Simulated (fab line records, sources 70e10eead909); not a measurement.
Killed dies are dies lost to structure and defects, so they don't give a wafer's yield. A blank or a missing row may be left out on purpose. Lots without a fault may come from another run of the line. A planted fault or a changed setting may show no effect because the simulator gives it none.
Chamber matching | flow nand_harc | NHARC_A_STAIRCASE_ETCH_169 on rie_diel-09: 4 sister chambers
The step etches the open film in CH3F/O2, target depth 50 nm, time 107.1 s. 4 wafers are shown with their chamber, then 12 later ones without.

WAFERS WITH THEIR CHAMBER
wafer  | chamber | drypump_motor_current_A (A)
L084.6 | 2       | 5.7
L088.1 | 3       | 5.9
L088.2 | 1       | 6.2
L088.4 | 0       | 5.2

WAFERS WITHOUT THEIR CHAMBER
wafer  | drypump_motor_current_A (A)
L087.1 | 5.2
L087.3 | 6.2
L087.4 | 5.9
L094.1 | 5.2
L094.3 | 5.6
L094.5 | 5.2
L096.1 | 5.7
L096.4 | 6.2
L096.5 | 6.2
L097.2 | 5.2
L097.3 | 6.2
L097.6 | 6.2

WHICH CHAMBER EACH WENT THROUGH
wafer  | from the rows above | in truth
L087.1 | 0                   | 0
L087.3 | 1                   | 1
L087.4 | 3                   | 3
L094.1 | 0                   | 0
L094.3 | 2                   | 2
L094.5 | 0                   | 0
L096.1 | 2                   | 2
L096.4 | 1                   | 1
L096.5 | 1                   | 1
L097.2 | 0                   | 0
L097.3 | 1                   | 1
L097.6 | 1                   | 1
Placed correctly: 12 of 12. Can't be placed from these rows: 0. Placed wrongly: 0.
How it was worked out, from the rows above alone: a wafer's distance from a chamber is the root of the sum, over the readings, of the square of ((its reading less the chamber's mean) divided by the reading's scatter). The wafer belongs to the nearest chamber; if the next one is less than 2 further off, it can't be placed. A chamber's mean is the mean of its shown wafers. The scatter: with one shown wafer a chamber, the root of the mean of the squares of how far each hidden wafer lies from its nearest shown one.
